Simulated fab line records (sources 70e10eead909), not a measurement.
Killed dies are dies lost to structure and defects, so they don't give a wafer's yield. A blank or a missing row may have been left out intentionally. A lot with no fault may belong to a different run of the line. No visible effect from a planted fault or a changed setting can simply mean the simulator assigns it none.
Chamber matching || flow nand_harc || NHARC_A_ZERO_WELL_DESCUM_12 on rie_diel-03 has 4 sister chambers
The step chemistry O2, time 3 s. 8 wafers are shown with their chamber, then 8 later ones without.

WAFERS WITH THEIR CHAMBER
{"wafer": "L910.4", "chamber": 0, "drypump_motor_current_A (A)": 6.1, "oes_product_au (a.u.)": 1.005}
{"wafer": "L914.5", "chamber": 0, "drypump_motor_current_A (A)": 6.1, "oes_product_au (a.u.)": 1.013}
{"wafer": "L917.5", "chamber": 1, "drypump_motor_current_A (A)": 4.9, "oes_product_au (a.u.)": 1.007}
{"wafer": "L917.6", "chamber": 2, "drypump_motor_current_A (A)": 5.9, "oes_product_au (a.u.)": 0.997}
{"wafer": "L929.1", "chamber": 3, "drypump_motor_current_A (A)": 5.6, "oes_product_au (a.u.)": 0.988}
{"wafer": "L929.4", "chamber": 1, "drypump_motor_current_A (A)": 4.8, "oes_product_au (a.u.)": 0.993}
{"wafer": "L929.6", "chamber": 3, "drypump_motor_current_A (A)": 5.6, "oes_product_au (a.u.)": 0.987}
{"wafer": "L930.1", "chamber": 2, "drypump_motor_current_A (A)": 5.9, "oes_product_au (a.u.)": 0.994}

WAFERS MISSING THEIR CHAMBER
{"wafer": "L930.2", "drypump_motor_current_A (A)": 5.6, "oes_product_au (a.u.)": 0.997}
{"wafer": "L930.5", "drypump_motor_current_A (A)": 6.1, "oes_product_au (a.u.)": 1.011}
{"wafer": "L931.3", "drypump_motor_current_A (A)": 5.9, "oes_product_au (a.u.)": 1.006}
{"wafer": "L931.5", "drypump_motor_current_A (A)": 5.9, "oes_product_au (a.u.)": 0.997}
{"wafer": "L931.6", "drypump_motor_current_A (A)": 4.9, "oes_product_au (a.u.)": 0.999}
{"wafer": "L933.3", "drypump_motor_current_A (A)": 5.9, "oes_product_au (a.u.)": 1.001}
{"wafer": "L933.4", "drypump_motor_current_A (A)": 6.1, "oes_product_au (a.u.)": 0.999}
{"wafer": "L933.5", "drypump_motor_current_A (A)": 6.1, "oes_product_au (a.u.)": 1.000}

THE CHAMBER EACH PASSED THROUGH
{"wafer": "L930.2", "from the rows above": 3, "in truth": 3}
{"wafer": "L930.5", "from the rows above": 0, "in truth": 0}
{"wafer": "L931.3", "from the rows above": 2, "in truth": 2}
{"wafer": "L931.5", "from the rows above": 2, "in truth": 2}
{"wafer": "L931.6", "from the rows above": 1, "in truth": 1}
{"wafer": "L933.3", "from the rows above": 2, "in truth": 2}
{"wafer": "L933.4", "from the rows above": 0, "in truth": 0}
{"wafer": "L933.5", "from the rows above": 0, "in truth": 0}
Placed correctly: 8 of 8. Not placeable from these rows: 0. Number placed wrongly: 0.
How it was worked out, from the rows above alone: a wafer's distance from a chamber is the root of the sum, over the readings, of the square of ((its reading less the chamber's mean) divided by the reading's scatter). If the next closest chamber is less than 2 further off than the closest, the wafer can't be placed; otherwise it belongs to the closest. Each chamber's mean is taken over the wafers shown for it. How the scatter is found: for the shown wafers, subtract from each reading the mean of its chamber, square and add these, divide the total by (wafers less chambers), then take the root.
